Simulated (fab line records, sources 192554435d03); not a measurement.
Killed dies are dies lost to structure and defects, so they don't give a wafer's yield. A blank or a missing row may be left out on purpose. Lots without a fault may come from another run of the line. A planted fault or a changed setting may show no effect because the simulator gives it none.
One fault seen from 2 desks | flow n5_finfet | each desk has only its own numbers; what lay behind them comes last

THE TOOL OWNER'S DESK: rie_diel-01
The tool's own readings at N5_BEOL_M4_ETCH_41 (etches SiCN in CH3F/O2, target depth 29.9 nm, time 52.5 s): means of the sampled wafers that have a number, for each lot that ran on this tool. A lot is out of limits, marked OUT, if its mean lies more than 4 standard deviations from the usual mean; the brackets give that distance.
Columns: A = bias_w at N5_BEOL_M4_ETCH_41, usual 75.04 W; B = drypump_motor_current_A at N5_BEOL_M4_ETCH_41, usual 5.68 A; C = oes_product_au at N5_BEOL_M4_ETCH_41, usual 0.79 a.u.; D = rf_vpp_V at N5_BEOL_M4_ETCH_41, usual 297.0 V; E = showerhead_plenum_p_Torr at N5_BEOL_M4_ETCH_41, usual 1.98 Torr; F = throttle_valve_pct at N5_BEOL_M4_ETCH_41, usual 16.4 %
lot  | first seen here | A     | B    | C    | D     | E    | F
L108 | day 11 15:18    | 75.03 | 5.72 | 0.85 | 297.6 | 1.99 | 16.2
L112 | day 13 17:22    | 74.80 | 5.74 | 0.98 | 296.4 | 1.97 | 16.3
L114 | day 13 21:05    | 74.98 | 5.57 | 0.90 | 298.3 | 2.04 | 16.6
This desk's finding: nothing out of limits on any of the 3 lots.

THE METROLOGY DESK
What the gauges read, lot by lot, whatever tool the lot ran on: means of the sampled wafers that have a number. A lot is out of limits, marked OUT, if its mean lies more than 4 standard deviations from the usual mean; the brackets give that distance. Of its 10 readings 7 are shown: those that lie furthest out on some lot.
Columns: A = DIBL_N at N5_BEOL_M4_RC_MEAS_101, usual 36.1 mV/V; B = IOFF_N at N5_BEOL_M4_RC_MEAS_101, usual 0.16 nA/um; C = ION_N at N5_BEOL_M4_RC_MEAS_101, usual 674 uA/um; D = ION_P at N5_BEOL_M4_RC_MEAS_101, usual 462 uA/um; E = SS_N at N5_BEOL_M4_RC_MEAS_101, usual 71.6 mV/dec; F = SS_P at N5_BEOL_M4_RC_MEAS_101, usual 73.2 mV/dec; G = VT_N at N5_BEOL_M4_RC_MEAS_101, usual 249 mV
lot  | first seen here | A    | B    | C   | D   | E    | F    | G
L108 | day 11 19:55    | 37.3 | 0.21 | 689 | 472 | 71.6 | 73.8 | 245
L107 | day 12 02:20    | 37.2 | 0.17 | 667 | 459 | 72.2 | 72.9 | 250
L112 | day 13 22:44    | 40.0 | 0.25 | 678 | 458 | 73.2 | 74.9 | 246
L114 | day 14 01:27    | 32.8 | 0.11 | 646 | 448 | 71.8 | 73.0 | 256
L120 | day 15 09:01    | 37.8 | 0.21 | 681 | 458 | 71.9 | 73.6 | 245
L125 | day 15 22:40    | 38.5 | 0.20 | 688 | 472 | 72.4 | 73.9 | 245
This desk's finding: nothing out of limits on any of the 6 lots.

PUT TOGETHER
The tool owner's desk saw nothing out of limits.
The metrology desk saw nothing out of limits.

WHAT THE SIMULATOR HAD PUT IN
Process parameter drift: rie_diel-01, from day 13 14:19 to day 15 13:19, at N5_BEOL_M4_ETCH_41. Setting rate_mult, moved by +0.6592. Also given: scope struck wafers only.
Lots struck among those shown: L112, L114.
